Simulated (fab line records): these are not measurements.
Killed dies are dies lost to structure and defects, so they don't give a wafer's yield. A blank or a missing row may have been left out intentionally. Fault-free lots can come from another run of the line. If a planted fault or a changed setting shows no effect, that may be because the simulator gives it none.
A struck lot beside a sound one | flow nand-harc | 14 out of 1302 route steps
Sound: these wafers, L320.3, L320.4, L320.5. Struck: wafer L329.4. (L329.3 of the same lot was not struck and is left out.) The cause comes at the end.
Each step with rows lists, per side, the tool, then ch with its chambers, then its first start. Under that, the readings that differ: sound wafers | struck wafers | difference of the means | sigmas: that difference in standard deviations of wafers without a fault.
alike: same words and numbers on both sides, and readings whose means sit less than 2 such deviations apart. not compared: any withheld reading, any reading some wafer has no value for, any bound like >300 that may hide the same value, and any number with overlapping values for which the record gives no deviation.
A row with sigmas, a row that says differs or no value, or rows on one side alone: a step with any of these is where the two part. Non-overlapping numbers with no deviation appear without sigmas and do not part them. A reading that every wafer of one side lacks parts them only if that side has two wafers or more.

NHARC_A_STAIRCASE_DESCUM_11: chemistry O2, time 3 s.
  sound on rie-diel-01 ch 1,2,3, day 18 07:25; struck on rie-diel-01 ch 2, day 22 01:32
  alike: drypump-motor-current-A, oes-product-au, rf-vpp-V, showerhead-plenum-p-Torr, throttle-valve-pct
  not compared: rf-hours-counter-h
then, 6 steps without rows for these wafers: NHARC_A_STAIRCASE_TRIM_12 (chemistry O2, time 211.2 s); NHARC_A_STAIRCASE_ETCH_13 (etches the open film in C4F8/O2, target depth 100 nm, time 40.5 s); NHARC_A_STAIRCASE_TRIM_14 (chemistry O2, time 211.2 s); NHARC_A_STAIRCASE_ETCH_15 (etches the open film in C4F8/O2, target depth 100 nm, time 40.5 s); NHARC_A_STAIRCASE_TRIM_16 (chemistry O2, time 211.2 s); NHARC_A_STAIRCASE_ETCH_17 (etches the open film in C4F8/O2, target depth 100 nm, time 40.5 s).
NHARC_A_STAIRCASE_TRIM_18: chemistry O2, time 211.2 s.
  sound on rie-diel-01 ch 1,2,3; struck on rie-diel-01 ch 2
  reading               | sound             | struck | difference | sigmas
  oes-product-au (a.u.) | 0.997 0.989 1.000 | 1.012  | +0.017     | +2
  alike: drypump-motor-current-A, rf-vpp-V, run-length-s, showerhead-plenum-p-Torr, throttle-valve-pct
  not compared: rf-hours-counter-h
then, 1 step without rows for these wafers: NHARC_A_STAIRCASE_ETCH_19 (etches the open film in C4F8/O2, target depth 100 nm, time 40.5 s).
NHARC_A_STAIRCASE_TRIM_20: chemistry O2, time 211.2 s.
  sound on rie-diel-01 ch 1,3, day 18 08:32; struck on rie-diel-01 ch 0, day 22 02:46
  reading                     | sound       | struck | difference | sigmas
  drypump-motor-current-A (A) | 5.8 6.8 6.8 | 5.4    | -1.1       | -2
  alike: oes-product-au, rf-vpp-V, run-length-s, showerhead-plenum-p-Torr, throttle-valve-pct
  not compared: rf-hours-counter-h
NHARC_A_STAIRCASE_ETCH_21: etches the open film in C4F8/O2, target depth 100 nm, time 40.5 s.
  sound on rie-diel-01 ch 0,1,3; struck on rie-diel-01 ch 3
  alike: oes-product-au, rf-vpp-V
  not compared: rf-hours-counter-h
NHARC_A_STAIRCASE_TRIM_22: chemistry O2, time 211.2 s.
  sound on rie-diel-01 ch 0,1,2, day 18 08:49; struck on rie-diel-01 ch 0, day 22 03:09
  reading                | sound                | struck | difference | sigmas
  run-length-s (s)       | 232.5 231.8 232.5    | 298.2  | +65.9      | +99 or more
  throttle-valve-pct (%) | 17.042 17.037 17.038 | 17.014 | -0.025     | -3
  alike: drypump-motor-current-A, oes-product-au, rf-vpp-V, showerhead-plenum-p-Torr
  not compared: rf-hours-counter-h
NHARC_A_STAIRCASE_ETCH_23: etches the open film in C4F8/O2, target depth 100 nm, time 40.5 s.
  sound on rie-diel-01 ch 0,3; struck on rie-diel-01 ch 1
  alike: oes-product-au, rf-vpp-V
  not compared: rf-hours-counter-h
-- break in the record here, with 9 days between the starts of the struck wafers on either side (left off in module A_STAIRCASE, picked up again in module END, where the first step shown is number 1302 on the route) --
NHARC_END_SORT_01:
  the record has rows for the struck wafers here (prober-02 ch 0, day 31 05:14) and none for the sound ones

== WHERE THEY PART ==
Last at NHARC_END_SORT_01 as far as this record goes, first at NHARC_A_STAIRCASE_TRIM_18.

WHY: whatever the simulator had introduced
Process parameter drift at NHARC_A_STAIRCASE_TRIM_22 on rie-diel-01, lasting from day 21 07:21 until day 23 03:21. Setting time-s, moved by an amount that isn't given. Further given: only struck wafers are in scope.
